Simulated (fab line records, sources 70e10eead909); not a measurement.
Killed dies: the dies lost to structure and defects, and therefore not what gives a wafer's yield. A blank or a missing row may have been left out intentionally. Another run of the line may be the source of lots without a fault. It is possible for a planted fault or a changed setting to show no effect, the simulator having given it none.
Which tool did it? || flow nand harc || 6 lots, 18 wafers sampled, at 5 steps of a route of 1159

WHAT THE GAUGES SHOWED, per wafer
NHARC_END_SORT_01.
{"lot": "L664", "measured": "day 20 17:20", "on": "prober-02", "killed at array": "92 71 85"}

EACH LOT AND THE TOOL THAT RAN IT (in order: tool; ch and the chambers of the sampled wafers; start)
{"lot": "L661", "NHARC_A_CONTACT_STRIP_56": "wet bench-03 ch 0,3,4, day 16 19:34", "NHARC_THIN_TSV_ETCH_44": "rie diel-11 ch 1,2, day 18 22:31", "NHARC_THIN_TSV_DESCUM_35": "rie diel-11 ch 0,2,3, day 19 04:32", "NHARC_THIN_TSV_ETCH_59": "rie metal-02 ch 0, day 19 04:37"}
{"lot": "L664", "NHARC_A_CONTACT_STRIP_56": "wet bench-03 ch 3,6,7, day 18 02:17", "NHARC_THIN_TSV_ETCH_44": "rie diel-11 ch 0,1, day 20 01:59", "NHARC_THIN_TSV_DESCUM_35": "rie diel-12 ch 0,1,2, day 20 07:43", "NHARC_THIN_TSV_ETCH_59": "rie metal-03 ch 0,1, day 20 07:49"}
{"lot": "L673", "NHARC_A_CONTACT_STRIP_56": "wet bench-04 ch 4,5,7, day 20 06:40", "NHARC_THIN_TSV_ETCH_44": "rie diel-11 ch 0,1,2, day 22 15:30", "NHARC_THIN_TSV_DESCUM_35": "rie diel-11 ch 0,1,3, day 22 21:11", "NHARC_THIN_TSV_ETCH_59": "rie metal-02 ch 0,1, day 22 21:22"}
{"lot": "L677", "NHARC_A_CONTACT_STRIP_56": "wet bench-03 ch 3,4,5, day 20 22:35", "NHARC_THIN_TSV_ETCH_44": "rie diel-11 ch 0,1,2, day 23 06:57", "NHARC_THIN_TSV_DESCUM_35": "rie diel-12 ch 2,3, day 23 12:43", "NHARC_THIN_TSV_ETCH_59": "rie metal-01 ch 0,1, day 23 12:53"}
{"lot": "L676", "NHARC_A_CONTACT_STRIP_56": "wet bench-03 ch 2,5,7, day 21 20:21", "NHARC_THIN_TSV_ETCH_44": "rie diel-07 ch 0,1, day 23 17:25", "NHARC_THIN_TSV_DESCUM_35": "rie diel-12 ch 0,3, day 23 23:44", "NHARC_THIN_TSV_ETCH_59": "rie metal-03 ch 0,1, day 23 23:52"}
{"lot": "L680", "NHARC_A_CONTACT_STRIP_56": "wet bench-03 ch 1,2,4, day 22 03:16", "NHARC_THIN_TSV_ETCH_44": "rie diel-11 ch 1,2,3, day 24 10:27", "NHARC_THIN_TSV_DESCUM_35": "rie diel-07 ch 2,3, day 24 16:25", "NHARC_THIN_TSV_ETCH_59": "rie metal-03 ch 0,1, day 24 16:38"}
- NHARC_A_CONTACT_STRIP_56: strips in post etch residue remover, time 600 s.
- NHARC_THIN_TSV_ETCH_44: etches the open film in CF4/O2, target depth 1594.2 nm, time 797.1 s.
- NHARC_THIN_TSV_DESCUM_35: chemistry O2, time 3 s.
- NHARC_THIN_TSV_ETCH_59: etches the open film in Cl2/BCl3, target depth 880 nm, time 138.1 s.

THE ANSWER, worked out from the rows above alone
Rule: what is usual is taken from the lots themselves. Put in order of their means at a reading, lots are off if they are a third of the lots or fewer, leave a main group of 4 or more, and stand apart from it by a gap of 3 or more times the standard deviation of the main group's means; of several such gaps the widest counts. A main group is skipped when, at the precision printed for the reading in the tables above, its means are all equal. Also off: a lot with no number at a reading for which 4 or more lots have one. Any other lot the step has rows for is counted as sound.
No lot is off on any of the readings shown, so nothing can be concluded from this.

WHAT THE SIMULATOR HAD INSERTED
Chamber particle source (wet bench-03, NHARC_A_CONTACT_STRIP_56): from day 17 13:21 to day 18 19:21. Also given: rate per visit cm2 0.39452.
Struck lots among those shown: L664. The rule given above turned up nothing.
